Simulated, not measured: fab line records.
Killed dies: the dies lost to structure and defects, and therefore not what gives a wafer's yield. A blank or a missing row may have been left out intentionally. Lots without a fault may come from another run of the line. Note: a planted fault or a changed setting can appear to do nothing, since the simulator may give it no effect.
Chamber matching    flow n5_finfet    rie_diel-03 running N5_BEOL_M3_VIA_ETCH_34: 4 sister chambers
The step etches the open film in C4F6/O2, target depth 69.4 nm, time 65.9 s. 22 wafers are shown with their chamber, then 11 later ones without.

WAFERS, EACH WITH ITS CHAMBER
wafer   chamber  drypump_motor_current_A (A)  showerhead_plenum_p_Torr (Torr)  throttle_valve_pct (%)
L078.3  3        6.6                          2.75                             30.7
L078.4  1        5.9                          2.83                             30.8
L078.5  3        6.6                          2.75                             30.7
L079.1  2        5.2                          2.90                             30.8
L079.3  0        5.6                          2.91                             30.4
L079.5  0        5.6                          2.91                             30.4
L087.3  0        5.5                          2.91                             30.3
L087.5  1        5.9                          2.82                             30.8
L087.6  0        5.5                          2.91                             30.3
L088.2  1        5.9                          2.82                             30.8
L088.3  3        6.6                          2.74                             30.7
L088.6  0        5.6                          2.91                             30.3
L089.1  0        5.6                          2.91                             30.3
L089.4  3        6.6                          2.74                             30.7
L089.6  0        5.6                          2.91                             30.3
L090.1  2        5.3                          2.89                             30.8
L090.3  1        5.9                          2.82                             30.8
L090.4  0        5.6                          2.91                             30.3
L091.2  3        6.6                          2.74                             30.7
L091.3  2        5.3                          2.89                             30.8
L091.6  1        5.9                          2.82                             30.8
L092.3  2        5.2                          2.89                             30.8

SIGNATURES (averages over the wafers above)
reading                   chamber 0  chamber 1  chamber 2  chamber 3  scatter within a chamber
drypump_motor_current_A   5.575      5.900      5.250      6.600      0.0373
showerhead_plenum_p_Torr  2.9100     2.8220     2.8925     2.7440     0.00391
throttle_valve_pct        30.325     30.800     30.800     30.700     0.0289
Rule: a wafer lies at a distance from a chamber equal to the root of the sum of squares, over the readings, of (its reading less the chamber's mean, divided by the reading's scatter). If the next closest chamber is less than 2 further off than the closest, the wafer can't be placed; otherwise it belongs to the closest. The scatter: the root of (the sum of the squares of (reading less its chamber's mean) over the shown wafers, divided by (wafers less chambers)).

WAFERS WITHOUT THEIR CHAMBER
wafer   drypump_motor_current_A (A)  showerhead_plenum_p_Torr (Torr)  throttle_valve_pct (%)
L092.5  5.6                          2.90                             30.3
L092.6  5.9                          2.81                             30.8
L094.1  5.2                          2.89                             30.8
L094.2  5.6                          2.90                             30.3
L094.4  5.9                          2.81                             30.8
L097.4  5.5                          2.90                             30.3
L097.5  6.6                          2.74                             30.7
L097.6  5.2                          2.89                             30.8
L096.2  5.9                          2.81                             30.8
L096.3  5.2                          2.88                             30.8
L096.5  5.3                          2.88                             30.8

CHAMBER TAKEN BY EACH
wafer   from the rows above  in truth
L092.5  0                    0
L092.6  1                    1
L094.1  2                    2
L094.2  0                    0
L094.4  1                    1
L097.4  0                    0
L097.5  3                    3
L097.6  2                    2
L096.2  1                    1
L096.3  2                    2
L096.5  2                    2
Placed correctly: 11 of 11. From these rows, 0 cannot be placed. Number placed wrongly: 0.
